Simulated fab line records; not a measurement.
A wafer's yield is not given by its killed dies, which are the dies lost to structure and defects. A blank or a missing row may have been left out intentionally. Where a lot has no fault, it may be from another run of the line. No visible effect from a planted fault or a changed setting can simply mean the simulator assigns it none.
Chamber matching || flow nand harc || 4 sister chambers for NHARC_A_CHANNEL_HOLE_D1_ETCH_38 on rie diel-05
The step etches the open film in CF4, target depth 39 nm, time 65 s. 15 wafers are shown with their chamber, then 7 later ones without.

WAFERS PAIRED WITH THEIR CHAMBERS
{"wafer": "L173.1", "chamber": 0, "showerhead plenum p Torr (Torr)": 1.84, "drypump motor current A (A)": 5.5, "oes product au (a.u.)": 0.975}
{"wafer": "L173.5", "chamber": 1, "showerhead plenum p Torr (Torr)": 1.69, "drypump motor current A (A)": 5.5, "oes product au (a.u.)": 1.006}
{"wafer": "L173.6", "chamber": 2, "showerhead plenum p Torr (Torr)": 1.70, "drypump motor current A (A)": 6.2, "oes product au (a.u.)": 1.025}
{"wafer": "L181.1", "chamber": 2, "showerhead plenum p Torr (Torr)": 1.70, "drypump motor current A (A)": 6.2, "oes product au (a.u.)": 1.019}
{"wafer": "L181.2", "chamber": 1, "showerhead plenum p Torr (Torr)": 1.69, "drypump motor current A (A)": 5.6, "oes product au (a.u.)": 1.007}
{"wafer": "L181.6", "chamber": 0, "showerhead plenum p Torr (Torr)": 1.84, "drypump motor current A (A)": 5.5, "oes product au (a.u.)": 0.995}
{"wafer": "L182.3", "chamber": 0, "showerhead plenum p Torr (Torr)": 1.84, "drypump motor current A (A)": 5.5, "oes product au (a.u.)": 1.007}
{"wafer": "L182.4", "chamber": 2, "showerhead plenum p Torr (Torr)": 1.69, "drypump motor current A (A)": 6.2, "oes product au (a.u.)": 1.013}
{"wafer": "L182.5", "chamber": 2, "showerhead plenum p Torr (Torr)": 1.70, "drypump motor current A (A)": 6.1, "oes product au (a.u.)": 1.007}
{"wafer": "L183.2", "chamber": 0, "showerhead plenum p Torr (Torr)": 1.84, "drypump motor current A (A)": 5.5, "oes product au (a.u.)": 0.984}
{"wafer": "L183.3", "chamber": 3, "showerhead plenum p Torr (Torr)": 1.80, "drypump motor current A (A)": 5.5, "oes product au (a.u.)": 1.023}
{"wafer": "L183.5", "chamber": 0, "showerhead plenum p Torr (Torr)": 1.84, "drypump motor current A (A)": 5.5, "oes product au (a.u.)": 0.981}
{"wafer": "L184.2", "chamber": 0, "showerhead plenum p Torr (Torr)": 1.84, "drypump motor current A (A)": 5.4, "oes product au (a.u.)": 0.987}
{"wafer": "L184.5", "chamber": 3, "showerhead plenum p Torr (Torr)": 1.80, "drypump motor current A (A)": 5.6, "oes product au (a.u.)": 1.011}
{"wafer": "L184.6", "chamber": 2, "showerhead plenum p Torr (Torr)": 1.69, "drypump motor current A (A)": 6.2, "oes product au (a.u.)": 1.006}

SIGNATURES (means of the wafers above)
{"reading": "showerhead plenum p Torr", "chamber 0": 1.8400, "chamber 1": 1.6900, "chamber 2": 1.6960, "chamber 3": 1.8000, "scatter within a chamber": 0.0033}
{"reading": "drypump motor current A", "chamber 0": 5.483, "chamber 1": 5.550, "chamber 2": 6.180, "chamber 3": 5.550, "scatter within a chamber": 0.0489}
{"reading": "oes product au", "chamber 0": 0.98817, "chamber 1": 1.00650, "chamber 2": 1.01400, "chamber 3": 1.01700, "scatter within a chamber": 0.00943}
Rule: a wafer lies at a distance from a chamber equal to the root of the sum of squares, over the readings, of (its reading less the chamber's mean, divided by the reading's scatter). The wafer belongs to the nearest chamber; if the next one is less than 2 further off, it can't be placed. The scatter is the square root of a quotient: the sum, over the shown wafers, of each reading's squared deviation from its chamber's mean, divided by wafers minus chambers.

WAFERS MISSING THEIR CHAMBER
{"wafer": "L185.3", "showerhead plenum p Torr (Torr)": 1.69, "drypump motor current A (A)": 5.5, "oes product au (a.u.)": 0.985}
{"wafer": "L186.1", "showerhead plenum p Torr (Torr)": 1.69, "drypump motor current A (A)": 6.2, "oes product au (a.u.)": 1.008}
{"wafer": "L186.2", "showerhead plenum p Torr (Torr)": 1.69, "drypump motor current A (A)": 5.6, "oes product au (a.u.)": 0.989}
{"wafer": "L190.1", "showerhead plenum p Torr (Torr)": 1.84, "drypump motor current A (A)": 5.5, "oes product au (a.u.)": 0.996}
{"wafer": "L195.2", "showerhead plenum p Torr (Torr)": 1.69, "drypump motor current A (A)": 6.2, "oes product au (a.u.)": 1.010}
{"wafer": "L195.4", "showerhead plenum p Torr (Torr)": 1.80, "drypump motor current A (A)": 5.6, "oes product au (a.u.)": 1.022}
{"wafer": "L195.6", "showerhead plenum p Torr (Torr)": 1.69, "drypump motor current A (A)": 5.5, "oes product au (a.u.)": 1.005}

THE CHAMBER EACH PASSED THROUGH
{"wafer": "L185.3", "from the rows above": 1, "in truth": 1}
{"wafer": "L186.1", "from the rows above": 2, "in truth": 2}
{"wafer": "L186.2", "from the rows above": 1, "in truth": 1}
{"wafer": "L190.1", "from the rows above": 0, "in truth": 0}
{"wafer": "L195.2", "from the rows above": 2, "in truth": 2}
{"wafer": "L195.4", "from the rows above": 3, "in truth": 3}
{"wafer": "L195.6", "from the rows above": 1, "in truth": 1}
Correct placement for 7 of the 7. From these rows, 0 cannot be placed. Wrongly placed: 0.
